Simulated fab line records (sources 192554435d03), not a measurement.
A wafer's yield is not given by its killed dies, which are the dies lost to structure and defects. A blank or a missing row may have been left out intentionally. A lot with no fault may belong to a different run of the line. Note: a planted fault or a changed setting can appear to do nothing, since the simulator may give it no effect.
Which tool did it? || flow n5Finfet || 15 lots with 45 wafers sampled at 4 steps, on a route of 1938 steps

== WHAT THE GAUGES READ, wafer by wafer ==
Not one reading of a measure or inspect step in the record can be checked against a usual standard deviation.

== WHICH TOOL RAN EACH LOT (tool, then ch and the chambers of the sampled wafers, then the start) ==
{"lot": "L510", "N5_BEOL_M7_CURE_75": "uvCure-01 ch 0, day 9 04:21", "N5_BEOL_M8_PEB_09": "lithoTrack-03 ch 0, day 9 09:16", "N5_BEOL_M8_ETCH_61": "rieDiel-05 ch 0,1,2, day 9 09:28", "N5_BEOL_M8_ETCH_62": "rieDiel-05 ch 0,1,2, day 9 09:31"}
{"lot": "L513", "N5_BEOL_M7_CURE_75": "uvCure-01 ch 0, day 9 16:10", "N5_BEOL_M8_PEB_09": "lithoTrack-04 ch 0, day 9 20:01", "N5_BEOL_M8_ETCH_61": "rieDiel-05 ch 0,2,3, day 9 20:13", "N5_BEOL_M8_ETCH_62": "rieDiel-05 ch 0,2,3, day 9 20:16"}
{"lot": "L511", "N5_BEOL_M7_CURE_75": "uvCure-03 ch 0, day 10 00:09", "N5_BEOL_M8_PEB_09": "lithoTrack-03, day 10 03:06", "N5_BEOL_M8_ETCH_61": "rieDiel-02 ch 0,1,3, day 10 04:25", "N5_BEOL_M8_ETCH_62": "rieDiel-02 ch 0,1,3, day 10 04:28"}
{"lot": "L514", "N5_BEOL_M7_CURE_75": "uvCure-03 ch 0, day 10 01:34", "N5_BEOL_M8_PEB_09": "lithoTrack-05, day 10 05:59", "N5_BEOL_M8_ETCH_61": "rieDiel-05 ch 1,2,3, day 10 07:35", "N5_BEOL_M8_ETCH_62": "rieDiel-05 ch 1,2,3, day 10 07:38"}
{"lot": "L515", "N5_BEOL_M7_CURE_75": "uvCure-03 ch 2, day 10 08:08", "N5_BEOL_M8_PEB_09": "lithoTrack-04, day 10 11:38", "N5_BEOL_M8_ETCH_61": "rieDiel-04 ch 0,2, day 10 12:20", "N5_BEOL_M8_ETCH_62": "rieDiel-04 ch 0,2, day 10 12:24"}
{"lot": "L519", "N5_BEOL_M7_CURE_75": "uvCure-01 ch 2, day 11 04:51", "N5_BEOL_M8_PEB_09": "lithoTrack-05 ch 0, day 11 09:04", "N5_BEOL_M8_ETCH_61": "rieDiel-05 ch 0,1,3, day 11 09:31", "N5_BEOL_M8_ETCH_62": "rieDiel-05 ch 0,1,3, day 11 09:35"}
{"lot": "L521", "N5_BEOL_M7_CURE_75": "uvCure-02 ch 0, day 11 14:56", "N5_BEOL_M8_PEB_09": "lithoTrack-04 ch 0, day 11 22:11", "N5_BEOL_M8_ETCH_61": "rieDiel-04 ch 0,1,3, day 11 22:22", "N5_BEOL_M8_ETCH_62": "rieDiel-04 ch 0,1,3, day 11 22:26"}
{"lot": "L522", "N5_BEOL_M7_CURE_75": "uvCure-02 ch 0, day 12 06:46", "N5_BEOL_M8_PEB_09": "lithoTrack-05 ch 0, day 12 11:02", "N5_BEOL_M8_ETCH_61": "rieDiel-02 ch 0,2,3, day 12 11:13", "N5_BEOL_M8_ETCH_62": "rieDiel-02 ch 0,2,3, day 12 11:17"}
{"lot": "L520", "N5_BEOL_M7_CURE_75": "uvCure-03 ch 0, day 12 13:32", "N5_BEOL_M8_PEB_09": "lithoTrack-03 ch 0, day 12 18:34", "N5_BEOL_M8_ETCH_61": "rieDiel-04 ch 0,1,3, day 12 18:54", "N5_BEOL_M8_ETCH_62": "rieDiel-04 ch 0,1,3, day 12 18:57"}
{"lot": "L527", "N5_BEOL_M7_CURE_75": "uvCure-02 ch 0, day 13 06:38", "N5_BEOL_M8_PEB_09": "lithoTrack-03 ch 0, day 13 11:52", "N5_BEOL_M8_ETCH_61": "rieDiel-04 ch 0,3, day 13 12:07", "N5_BEOL_M8_ETCH_62": "rieDiel-04 ch 0,3, day 13 12:10"}
{"lot": "L528", "N5_BEOL_M7_CURE_75": "uvCure-01 ch 2, day 13 17:32", "N5_BEOL_M8_PEB_09": "lithoTrack-03 ch 0, day 13 21:28", "N5_BEOL_M8_ETCH_61": "rieDiel-05 ch 0,1,2, day 13 21:39", "N5_BEOL_M8_ETCH_62": "rieDiel-05 ch 0,1,2, day 13 21:42"}
{"lot": "L529", "N5_BEOL_M7_CURE_75": "uvCure-03 ch 0, day 14 00:43", "N5_BEOL_M8_PEB_09": "lithoTrack-03 ch 0, day 14 05:24", "N5_BEOL_M8_ETCH_61": "rieDiel-05 ch 1,2,3, day 14 05:55", "N5_BEOL_M8_ETCH_62": "rieDiel-05 ch 1,2,3, day 14 05:58"}
{"lot": "L532", "N5_BEOL_M7_CURE_75": "uvCure-02 ch 2, day 14 10:41", "N5_BEOL_M8_PEB_09": "lithoTrack-04 ch 0, day 14 15:09", "N5_BEOL_M8_ETCH_61": "rieDiel-04 ch 0,1,2, day 14 15:25", "N5_BEOL_M8_ETCH_62": "rieDiel-04 ch 0,1,2, day 14 15:28"}
{"lot": "L531", "N5_BEOL_M7_CURE_75": "uvCure-03 ch 0, day 14 10:53", "N5_BEOL_M8_PEB_09": "lithoTrack-05 ch 0, day 14 15:21", "N5_BEOL_M8_ETCH_61": "rieDiel-02 ch 0,1, day 14 15:32", "N5_BEOL_M8_ETCH_62": "rieDiel-02 ch 0,1, day 14 15:35"}
{"lot": "L533", "N5_BEOL_M7_CURE_75": "uvCure-01 ch 2, day 15 02:42", "N5_BEOL_M8_PEB_09": "lithoTrack-03 ch 0, day 15 09:41", "N5_BEOL_M8_ETCH_61": "rieDiel-04 ch 1,2,3, day 15 09:54", "N5_BEOL_M8_ETCH_62": "rieDiel-04 ch 1,2,3, day 15 09:59"}
- N5_BEOL_M7_CURE_75: cures SiCOH lowk, time 120 s.
- N5_BEOL_M8_PEB_09: peb time 60 s.
- N5_BEOL_M8_ETCH_61: etches SiARC in CF4, target depth 45.5 nm, time 75.8 s.
- N5_BEOL_M8_ETCH_62: etches SOC in N2/H2, target depth 110 nm, overetch 22 nm, time 165 s.

== AS READ BY THE TOOLS THEMSELVES (means over the sampled wafers that have a number; for cases with no such wafer, the mark the record gives instead) ==
N5_BEOL_M7_CURE_75.
{"lot": "L510", "tool": "uvCure-01", "lampPowerPct (%)": 52.32, "wafer_temp_C_max": 370.9}
{"lot": "L513", "tool": "uvCure-01", "lampPowerPct (%)": 52.28, "wafer_temp_C_max": 371.0}
{"lot": "L511", "tool": "uvCure-03", "lampPowerPct (%)": 52.38, "wafer_temp_C_max": 371.5}
{"lot": "L514", "tool": "uvCure-03", "lampPowerPct (%)": 52.31, "wafer_temp_C_max": 371.7}
{"lot": "L515", "tool": "uvCure-03", "lampPowerPct (%)": 52.32, "wafer_temp_C_max": 372.7}
{"lot": "L519", "tool": "uvCure-01", "lampPowerPct (%)": 52.29, "wafer_temp_C_max": 372.1}
{"lot": "L521", "tool": "uvCure-02", "lampPowerPct (%)": 52.31, "wafer_temp_C_max": 371.9}
{"lot": "L522", "tool": "uvCure-02", "lampPowerPct (%)": 52.33, "wafer_temp_C_max": 371.9}
{"lot": "L520", "tool": "uvCure-03", "lampPowerPct (%)": 52.34, "wafer_temp_C_max": 371.6}
{"lot": "L527", "tool": "uvCure-02", "lampPowerPct (%)": 52.32, "wafer_temp_C_max": 371.9}
{"lot": "L528", "tool": "uvCure-01", "lampPowerPct (%)": 52.36, "wafer_temp_C_max": 372.2}
{"lot": "L529", "tool": "uvCure-03", "lampPowerPct (%)": 52.31, "wafer_temp_C_max": 371.4}
{"lot": "L532", "tool": "uvCure-02", "lampPowerPct (%)": 52.24, "wafer_temp_C_max": 371.6}
{"lot": "L531", "tool": "uvCure-03", "lampPowerPct (%)": 52.31, "wafer_temp_C_max": 371.1}
{"lot": "L533", "tool": "uvCure-01", "lampPowerPct (%)": 52.27, "wafer_temp_C_max": 371.9}

N5_BEOL_M8_PEB_09.
{"lot": "L510", "tool": "lithoTrack-03", "chillPlateTempC (C)": 22.91, "exhaustPa (Pa)": 44.7}
{"lot": "L513", "tool": "lithoTrack-04", "chillPlateTempC (C)": 22.98, "exhaustPa (Pa)": 45.2}
{"lot": "L511", "tool": "lithoTrack-03", "chillPlateTempC (C)": "-", "exhaustPa (Pa)": "-"}
{"lot": "L514", "tool": "lithoTrack-05", "chillPlateTempC (C)": "-", "exhaustPa (Pa)": "-"}
{"lot": "L515", "tool": "lithoTrack-04", "chillPlateTempC (C)": "-", "exhaustPa (Pa)": "-"}
{"lot": "L519", "tool": "lithoTrack-05", "chillPlateTempC (C)": 23.04, "exhaustPa (Pa)": 46.3}
{"lot": "L521", "tool": "lithoTrack-04", "chillPlateTempC (C)": 23.00, "exhaustPa (Pa)": 45.7}
{"lot": "L522", "tool": "lithoTrack-05", "chillPlateTempC (C)": 22.99, "exhaustPa (Pa)": 45.4}
{"lot": "L520", "tool": "lithoTrack-03", "chillPlateTempC (C)": 23.20, "exhaustPa (Pa)": 44.5}
{"lot": "L527", "tool": "lithoTrack-03", "chillPlateTempC (C)": 22.99, "exhaustPa (Pa)": 45.1}
{"lot": "L528", "tool": "lithoTrack-03", "chillPlateTempC (C)": 23.16, "exhaustPa (Pa)": 44.5}
{"lot": "L529", "tool": "lithoTrack-03", "chillPlateTempC (C)": 23.00, "exhaustPa (Pa)": 45.5}
{"lot": "L532", "tool": "lithoTrack-04", "chillPlateTempC (C)": 23.09, "exhaustPa (Pa)": 44.0}
{"lot": "L531", "tool": "lithoTrack-05", "chillPlateTempC (C)": 23.06, "exhaustPa (Pa)": 46.9}
{"lot": "L533", "tool": "lithoTrack-03", "chillPlateTempC (C)": 23.05, "exhaustPa (Pa)": 44.7}

N5_BEOL_M8_ETCH_61.
{"lot": "L510", "tool": "rieDiel-05", "chamberPressureMTorr (mTorr)": 40.01, "drypumpMotorCurrentA (A)": 5.5, "etchRfOnTimeS (s)": 75.7, "oesProductAu (a.u.)": 0.64, "rfVppV (V)": 183.6, "showerheadPlenumPTorr (Torr)": 2.14, "throttleValvePct (%)": 15.57}
{"lot": "L513", "tool": "rieDiel-05", "chamberPressureMTorr (mTorr)": 40.04, "drypumpMotorCurrentA (A)": 5.5, "etchRfOnTimeS (s)": 76.5, "oesProductAu (a.u.)": 0.67, "rfVppV (V)": 184.6, "showerheadPlenumPTorr (Torr)": 2.21, "throttleValvePct (%)": 15.44}
{"lot": "L511", "tool": "rieDiel-02", "chamberPressureMTorr (mTorr)": 40.01, "drypumpMotorCurrentA (A)": 5.3, "etchRfOnTimeS (s)": 76.0, "oesProductAu (a.u.)": 0.69, "rfVppV (V)": 183.8, "showerheadPlenumPTorr (Torr)": 2.14, "throttleValvePct (%)": 15.55}
{"lot": "L514", "tool": "rieDiel-05", "chamberPressureMTorr (mTorr)": 40.01, "drypumpMotorCurrentA (A)": 5.7, "etchRfOnTimeS (s)": 77.0, "oesProductAu (a.u.)": 0.64, "rfVppV (V)": 184.2, "showerheadPlenumPTorr (Torr)": 2.17, "throttleValvePct (%)": 15.62}
{"lot": "L515", "tool": "rieDiel-04", "chamberPressureMTorr (mTorr)": 40.03, "drypumpMotorCurrentA (A)": 5.5, "etchRfOnTimeS (s)": 76.1, "oesProductAu (a.u.)": 0.64, "rfVppV (V)": 183.5, "showerheadPlenumPTorr (Torr)": 2.06, "throttleValvePct (%)": 15.72}
{"lot": "L519", "tool": "rieDiel-05", "chamberPressureMTorr (mTorr)": 40.00, "drypumpMotorCurrentA (A)": 5.4, "etchRfOnTimeS (s)": 77.5, "oesProductAu (a.u.)": 0.66, "rfVppV (V)": 184.9, "showerheadPlenumPTorr (Torr)": 2.16, "throttleValvePct (%)": 15.53}
{"lot": "L521", "tool": "rieDiel-04", "chamberPressureMTorr (mTorr)": 39.97, "drypumpMotorCurrentA (A)": 5.6, "etchRfOnTimeS (s)": 77.0, "oesProductAu (a.u.)": 0.58, "rfVppV (V)": 183.3, "showerheadPlenumPTorr (Torr)": 2.09, "throttleValvePct (%)": 15.84}
{"lot": "L522", "tool": "rieDiel-02", "chamberPressureMTorr (mTorr)": 40.02, "drypumpMotorCurrentA (A)": 5.7, "etchRfOnTimeS (s)": 76.7, "oesProductAu (a.u.)": 0.63, "rfVppV (V)": 183.9, "showerheadPlenumPTorr (Torr)": 2.14, "throttleValvePct (%)": 15.74}
{"lot": "L520", "tool": "rieDiel-04", "chamberPressureMTorr (mTorr)": 40.00, "drypumpMotorCurrentA (A)": 5.6, "etchRfOnTimeS (s)": 78.1, "oesProductAu (a.u.)": 0.57, "rfVppV (V)": 182.9, "showerheadPlenumPTorr (Torr)": 2.09, "throttleValvePct (%)": 15.85}
{"lot": "L527", "tool": "rieDiel-04", "chamberPressureMTorr (mTorr)": 40.02, "drypumpMotorCurrentA (A)": 5.7, "etchRfOnTimeS (s)": 77.7, "oesProductAu (a.u.)": 0.57, "rfVppV (V)": 182.3, "showerheadPlenumPTorr (Torr)": 2.03, "throttleValvePct (%)": 15.79}
{"lot": "L528", "tool": "rieDiel-05", "chamberPressureMTorr (mTorr)": 40.00, "drypumpMotorCurrentA (A)": 5.4, "etchRfOnTimeS (s)": 77.1, "oesProductAu (a.u.)": 0.61, "rfVppV (V)": 184.1, "showerheadPlenumPTorr (Torr)": 2.13, "throttleValvePct (%)": 15.63}
{"lot": "L529", "tool": "rieDiel-05", "chamberPressureMTorr (mTorr)": 40.01, "drypumpMotorCurrentA (A)": 5.7, "etchRfOnTimeS (s)": 77.7, "oesProductAu (a.u.)": 0.62, "rfVppV (V)": 183.9, "showerheadPlenumPTorr (Torr)": 2.16, "throttleValvePct (%)": 15.69}
{"lot": "L532", "tool": "rieDiel-04", "chamberPressureMTorr (mTorr)": 40.00, "drypumpMotorCurrentA (A)": 5.3, "etchRfOnTimeS (s)": 76.0, "oesProductAu (a.u.)": 0.69, "rfVppV (V)": 183.4, "showerheadPlenumPTorr (Torr)": 2.10, "throttleValvePct (%)": 15.65}
{"lot": "L531", "tool": "rieDiel-02", "chamberPressureMTorr (mTorr)": 40.00, "drypumpMotorCurrentA (A)": 5.2, "etchRfOnTimeS (s)": 76.2, "oesProductAu (a.u.)": 0.65, "rfVppV (V)": 182.8, "showerheadPlenumPTorr (Torr)": 2.12, "throttleValvePct (%)": 15.54}
{"lot": "L533", "tool": "rieDiel-04", "chamberPressureMTorr (mTorr)": 40.00, "drypumpMotorCurrentA (A)": 5.2, "etchRfOnTimeS (s)": 76.4, "oesProductAu (a.u.)": 0.68, "rfVppV (V)": 183.9, "showerheadPlenumPTorr (Torr)": 2.09, "throttleValvePct (%)": 15.63}

N5_BEOL_M8_ETCH_62.
{"lot": "L510", "tool": "rieDiel-05", "chamberPressureMTorr (mTorr)": 30.001, "drypumpMotorCurrentA (A)": 5.5, "oesProductAu (a.u.)": 0.63, "rfVppV (V)": 524.6, "showerheadPlenumPTorr (Torr)": 2.54, "throttleValvePct (%)": 17.77}
{"lot": "L513", "tool": "rieDiel-05", "chamberPressureMTorr (mTorr)": 29.999, "drypumpMotorCurrentA (A)": 5.5, "oesProductAu (a.u.)": 0.68, "rfVppV (V)": 526.1, "showerheadPlenumPTorr (Torr)": 2.64, "throttleValvePct (%)": 17.67}
{"lot": "L511", "tool": "rieDiel-02", "chamberPressureMTorr (mTorr)": 29.978, "drypumpMotorCurrentA (A)": 5.4, "oesProductAu (a.u.)": 0.68, "rfVppV (V)": 523.7, "showerheadPlenumPTorr (Torr)": 2.53, "throttleValvePct (%)": 17.73}
{"lot": "L514", "tool": "rieDiel-05", "chamberPressureMTorr (mTorr)": 29.993, "drypumpMotorCurrentA (A)": 5.7, "oesProductAu (a.u.)": 0.65, "rfVppV (V)": 524.6, "showerheadPlenumPTorr (Torr)": 2.59, "throttleValvePct (%)": 17.88}
{"lot": "L515", "tool": "rieDiel-04", "chamberPressureMTorr (mTorr)": 29.993, "drypumpMotorCurrentA (A)": 5.5, "oesProductAu (a.u.)": 0.64, "rfVppV (V)": 520.8, "showerheadPlenumPTorr (Torr)": 2.44, "throttleValvePct (%)": 17.88}
{"lot": "L519", "tool": "rieDiel-05", "chamberPressureMTorr (mTorr)": 29.998, "drypumpMotorCurrentA (A)": 5.4, "oesProductAu (a.u.)": 0.67, "rfVppV (V)": 524.6, "showerheadPlenumPTorr (Torr)": 2.56, "throttleValvePct (%)": 17.73}
{"lot": "L521", "tool": "rieDiel-04", "chamberPressureMTorr (mTorr)": 30.005, "drypumpMotorCurrentA (A)": 5.6, "oesProductAu (a.u.)": 0.58, "rfVppV (V)": 522.4, "showerheadPlenumPTorr (Torr)": 2.47, "throttleValvePct (%)": 17.98}
{"lot": "L522", "tool": "rieDiel-02", "chamberPressureMTorr (mTorr)": 30.009, "drypumpMotorCurrentA (A)": 5.7, "oesProductAu (a.u.)": 0.63, "rfVppV (V)": 524.3, "showerheadPlenumPTorr (Torr)": 2.54, "throttleValvePct (%)": 17.96}
{"lot": "L520", "tool": "rieDiel-04", "chamberPressureMTorr (mTorr)": 30.015, "drypumpMotorCurrentA (A)": 5.6, "oesProductAu (a.u.)": 0.58, "rfVppV (V)": 521.8, "showerheadPlenumPTorr (Torr)": 2.47, "throttleValvePct (%)": 18.00}
{"lot": "L527", "tool": "rieDiel-04", "chamberPressureMTorr (mTorr)": 30.016, "drypumpMotorCurrentA (A)": 5.7, "oesProductAu (a.u.)": 0.57, "rfVppV (V)": 520.2, "showerheadPlenumPTorr (Torr)": 2.40, "throttleValvePct (%)": 17.97}
{"lot": "L528", "tool": "rieDiel-05", "chamberPressureMTorr (mTorr)": 30.029, "drypumpMotorCurrentA (A)": 5.5, "oesProductAu (a.u.)": 0.61, "rfVppV (V)": 524.3, "showerheadPlenumPTorr (Torr)": 2.53, "throttleValvePct (%)": 17.84}
{"lot": "L529", "tool": "rieDiel-05", "chamberPressureMTorr (mTorr)": 30.021, "drypumpMotorCurrentA (A)": 5.7, "oesProductAu (a.u.)": 0.63, "rfVppV (V)": 524.5, "showerheadPlenumPTorr (Torr)": 2.57, "throttleValvePct (%)": 17.93}
{"lot": "L532", "tool": "rieDiel-04", "chamberPressureMTorr (mTorr)": 30.011, "drypumpMotorCurrentA (A)": 5.3, "oesProductAu (a.u.)": 0.68, "rfVppV (V)": 522.2, "showerheadPlenumPTorr (Torr)": 2.48, "throttleValvePct (%)": 17.80}
{"lot": "L531", "tool": "rieDiel-02", "chamberPressureMTorr (mTorr)": 29.997, "drypumpMotorCurrentA (A)": 5.2, "oesProductAu (a.u.)": 0.64, "rfVppV (V)": 523.5, "showerheadPlenumPTorr (Torr)": 2.51, "throttleValvePct (%)": 17.76}
{"lot": "L533", "tool": "rieDiel-04", "chamberPressureMTorr (mTorr)": 30.009, "drypumpMotorCurrentA (A)": 5.2, "oesProductAu (a.u.)": 0.67, "rfVppV (V)": 522.2, "showerheadPlenumPTorr (Torr)": 2.48, "throttleValvePct (%)": 17.76}

== THE ANSWER, worked out from the rows above alone ==
Rule: usual is defined by the lots themselves. The widest of any qualifying gaps counts: lots, ordered by their means at a reading, are off when they make up no more than a third of the lots, leave a main group of 4 or more, and stand apart from it by 3 or more times the standard deviation of that group's means. Not used: any main group whose means are identical at the precision the tables above print for the reading. A lot without any number at a reading at which 4 lots or more have one is off too. All remaining lots with rows at the step are treated as sound. Order of review: gauges by route order, followed by the tools' own readings, for which a lot's mean as printed above is used. The first step at which some lot is off is used, and at that step the reading that is off furthest; a lot without a number counts as furthest.
Off: L511, L514, L515 (N5_BEOL_M8_PEB_09, chillPlateTempC). Without a number there: L511, L514, L515. The main group: mean 23.04 C, standard deviation 0.077.
A tool fits if, at that step or a process step before it, it ran every lot that is off, and no sound lot after the first of them. No candidate that was tried fits.

== WHAT HAD BEEN PUT IN BY THE SIMULATOR ==
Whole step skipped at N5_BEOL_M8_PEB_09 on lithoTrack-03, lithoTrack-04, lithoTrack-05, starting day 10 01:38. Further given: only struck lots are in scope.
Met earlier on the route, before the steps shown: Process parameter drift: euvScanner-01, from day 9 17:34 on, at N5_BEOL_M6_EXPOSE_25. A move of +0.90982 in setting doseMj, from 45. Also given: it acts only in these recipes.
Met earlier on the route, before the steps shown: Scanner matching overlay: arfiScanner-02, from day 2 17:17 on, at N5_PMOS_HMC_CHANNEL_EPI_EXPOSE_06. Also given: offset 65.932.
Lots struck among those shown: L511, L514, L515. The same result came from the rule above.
